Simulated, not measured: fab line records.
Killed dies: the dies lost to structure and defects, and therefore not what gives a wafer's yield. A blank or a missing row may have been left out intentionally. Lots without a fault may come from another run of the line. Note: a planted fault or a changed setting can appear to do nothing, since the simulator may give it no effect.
Matching of chambers -- flow nand harc -- NHARC_A_CONTACT_ETCH_48 on rie diel-07 has 4 sister chambers
The step etches the open film in CF4, target depth 39 nm, time 65 s. 27 wafers are shown with their chamber, then 12 later ones without.

== EACH WAFER AND ITS CHAMBER ==
wafer,chamber,showerhead plenum p Torr (Torr),drypump motor current A (A),rf vpp V (V)
L074.1,1,1.84,5.0,152.2
L074.4,3,1.71,5.1,151.3
L074.5,2,1.81,5.0,150.2
L076.1,0,1.82,5.3,151.6
L076.2,3,1.71,5.1,150.8
L076.6,1,1.84,4.9,151.7
L075.2,1,1.84,5.0,151.0
L075.4,0,1.82,5.3,151.8
L075.6,2,1.81,5.0,153.0
L079.2,0,1.82,5.3,151.6
L079.3,1,1.84,5.0,151.1
L079.5,2,1.81,4.9,151.5
L081.1,0,1.81,5.3,151.3
L081.4,3,1.71,5.1,150.3
L081.6,0,1.81,5.3,151.6
L083.2,0,1.81,5.3,153.3
L083.4,2,1.81,4.9,150.6
L083.5,1,1.84,5.0,153.4
L084.1,3,1.71,5.1,150.4
L084.4,1,1.84,5.0,151.6
L084.6,1,1.84,5.0,153.0
L086.1,2,1.81,5.0,152.5
L086.2,1,1.84,5.0,152.6
L086.4,0,1.81,5.3,152.2
L087.1,3,1.71,5.1,150.1
L087.4,1,1.84,5.0,151.9
L087.5,3,1.71,5.1,151.9

SIGNATURES (averages over the wafers above)
reading,chamber 0,chamber 1,chamber 2,chamber 3,scatter within a chamber
showerhead plenum p Torr,1.8143,1.8400,1.8100,1.7100,0.00273
drypump motor current A,5.300,4.989,4.960,5.100,0.0301
rf vpp V,151.914,152.056,151.560,150.800,0.839
Rule: a wafer lies at a distance from a chamber equal to the root of the sum of squares, over the readings, of (its reading less the chamber's mean, divided by the reading's scatter). The wafer belongs to the nearest chamber; if the next one is less than 2 further off, it can't be placed. The scatter is the square root of a quotient: the sum, over the shown wafers, of each reading's squared deviation from its chamber's mean, divided by wafers minus chambers.

== WAFERS WITHOUT THEIR CHAMBER ==
wafer,showerhead plenum p Torr (Torr),drypump motor current A (A),rf vpp V (V)
L090.1,1.71,5.1,150.1
L090.3,1.81,5.3,151.5
L090.6,1.81,5.0,150.1
L092.2,1.81,5.3,151.4
L092.3,1.71,5.1,151.3
L092.6,1.81,5.0,152.9
L091.2,1.71,5.1,150.1
L091.4,1.81,5.3,152.1
L091.6,1.71,5.1,149.7
L095.2,1.80,4.9,151.2
L095.5,1.80,4.9,152.3
L095.6,1.71,5.1,151.1

== THE CHAMBER EACH PASSED THROUGH ==
wafer,from the rows above,in truth
L090.1,3,3
L090.3,0,0
L090.6,2,2
L092.2,0,0
L092.3,3,3
L092.6,2,2
L091.2,3,3
L091.4,0,0
L091.6,3,3
L095.2,2,2
L095.5,2,2
L095.6,3,3
Placed correctly: 12 of 12. Not placeable from these rows: 0. 0 placed wrongly.
